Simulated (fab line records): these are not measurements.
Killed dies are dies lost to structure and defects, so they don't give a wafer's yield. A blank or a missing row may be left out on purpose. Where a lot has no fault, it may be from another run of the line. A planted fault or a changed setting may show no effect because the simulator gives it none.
Which of the tools did it? ; flow n5-finfet ; Sampling: 12 lots, 36 wafers, 4 of 1938 route steps

== WHAT THE GAUGES SHOWED, per wafer ==
N5_BEOL_M12_CD_MEAS_17 targets a cd of 140 nm.
lot;measured;on;cd-nm (nm)
L956;day 10 03:32;cd-sem-01;144.9 144.4 143.7
L957;day 10 13:49;cd-sem-02;141.0 138.2 138.1
L960;day 11 04:33;cd-sem-02;145.4 144.6 144.1
L958;day 11 07:22;cd-sem-02;145.2 141.7 140.2
L961;day 11 07:38;cd-sem-01;143.0 140.7 145.7
L963;day 12 01:37;cd-sem-01;143.0 141.3 141.9
L967;day 13 10:29;cd-sem-02;144.4 143.0 141.4
L972;day 14 20:33;cd-sem-03;141.2 142.7 141.9
L974;day 15 12:40;cd-sem-01;142.2 140.2 143.3
L977;day 15 16:55;cd-sem-01;139.2 141.8 138.9
L978;day 16 01:04;cd-sem-01;142.6 144.9 145.6
L979;day 16 09:13;cd-sem-02;141.9 138.0 139.2

N5_BEOL_M12_CD_MEAS_28 targets a cd of 160.2 nm.
lot;measured;on;cd-nm (nm)
L956;day 10 03:59;cd-sem-02;159.7 159.4 158.8
L957;day 10 14:16;cd-sem-02;160.9 161.4 161.2
L960;day 11 04:52;cd-sem-02;161.7 159.3 158.4
L958;day 11 07:41;cd-sem-02;161.5 162.2 161.3
L961;day 11 07:58;cd-sem-02;160.4 159.2 162.4
L963;day 12 01:56;cd-sem-01;157.3 159.9 159.4
L967;day 13 10:56;cd-sem-02;160.4 159.6 157.8
L972;day 14 20:53;cd-sem-01;159.7 160.9 161.4
L974;day 15 12:59;cd-sem-01;161.0 160.0 158.0
L977;day 15 17:15;cd-sem-03;159.9 159.3 161.8
L978;day 16 01:23;cd-sem-01;159.6 160.7 159.4
L979;day 16 09:32;cd-sem-03;160.9 161.5 160.0

== WHAT TOOL EACH LOT RAN ON (gives the tool, then ch and the chambers of the sampled wafers, and finally the start) ==
lot;N5_BEOL_M11_SPUTTER_48;N5_BEOL_M12_COAT_65
L956;pvd-sputter-02, day 10 01:23;litho-track-02 ch 0, day 10 03:34
L957;pvd-sputter-01, day 10 10:05;litho-track-03 ch 0, day 10 13:51
L960;pvd-sputter-02, day 11 02:26;litho-track-03 ch 0, day 11 04:35
L958;pvd-sputter-02, day 11 05:13;litho-track-03 ch 0, day 11 07:24
L961;pvd-sputter-02, day 11 05:29;litho-track-03 ch 0, day 11 07:40
L963;pvd-sputter-01, day 11 22:24;litho-track-02 ch 0, day 12 01:39
L967;pvd-sputter-01, day 13 08:27;litho-track-02 ch 0, day 13 10:31
L972;pvd-sputter-03, day 14 18:01;litho-track-04 ch 0, day 14 20:35
L974;pvd-sputter-01, day 15 10:31;litho-track-02 ch 0, day 15 12:43
L977;pvd-sputter-02, day 15 14:54;litho-track-04 ch 0, day 15 16:58
L978;pvd-sputter-02, day 15 22:50;litho-track-04 ch 0, day 16 01:06
L979;pvd-sputter-02, day 16 06:59;litho-track-02 ch 0, day 16 09:15
- N5_BEOL_M11_SPUTTER_48: material Cu, target thk 12 nm, time 2 s.
- N5_BEOL_M12_COAT_65: time 60 s, resist thk 300 nm.

== WHAT THE TOOLS THEMSELVES READ (means of the sampled wafers that have a number; where no wafer has one, the mark that the record gives instead) ==
N5_BEOL_M11_SPUTTER_48.
lot;tool;throttle-valve-pct (%)
L956;pvd-sputter-02;30.9
L957;pvd-sputter-01;30.1
L960;pvd-sputter-02;30.1
L958;pvd-sputter-02;29.8
L961;pvd-sputter-02;30.0
L963;pvd-sputter-01;29.9
L967;pvd-sputter-01;30.1
L972;pvd-sputter-03;30.7
L974;pvd-sputter-01;30.2
L977;pvd-sputter-02;30.3
L978;pvd-sputter-02;29.9
L979;pvd-sputter-02;30.6

N5_BEOL_M12_COAT_65.
lot;tool;exhaust-pa (Pa);spin-speed-rpm (rpm)
L956;litho-track-02;44.7;1499.2
L957;litho-track-03;45.2;1499.3
L960;litho-track-03;44.6;1499.0
L958;litho-track-03;44.6;1500.9
L961;litho-track-03;44.8;1499.9
L963;litho-track-02;44.6;1536.9
L967;litho-track-02;43.8;1537.1
L972;litho-track-04;45.6;1499.1
L974;litho-track-02;45.5;1499.0
L977;litho-track-04;45.4;1499.9
L978;litho-track-04;44.8;1499.6
L979;litho-track-02;44.1;1500.4

== THE ANSWER, worked out from the rows above alone ==
Rule: the usual values come from the lots themselves. Put in order of their means at a reading, lots are off if they are a third of the lots or fewer, leave a main group of 4 or more, and stand apart from it by a gap of 3 or more times the standard deviation of the main group's means; of several such gaps the widest counts. If all means in a main group match to the digits the tables above print for the reading, that group is not used. A lot without any number at a reading at which 4 lots or more have one is off too. Any other lot the step has rows for is counted as sound. After the gauges, taken in route order, come the tools' own readings; for these a lot's mean is taken, as printed above. At the first step where some lot is off, the reading lying furthest off is the one used; lots without a number count as furthest.
Off, at N5_BEOL_M12_COAT_65 on spin-speed-rpm: L963, L967. Main group: mean 1499.6 rpm, sd 0.61.
If a tool, at that step or one of the process steps before it, ran each lot that is off and ran no sound lot following the first of them, it fits. Of those tried, none fits.

== WHAT HAD BEEN PUT IN BY THE SIMULATOR ==
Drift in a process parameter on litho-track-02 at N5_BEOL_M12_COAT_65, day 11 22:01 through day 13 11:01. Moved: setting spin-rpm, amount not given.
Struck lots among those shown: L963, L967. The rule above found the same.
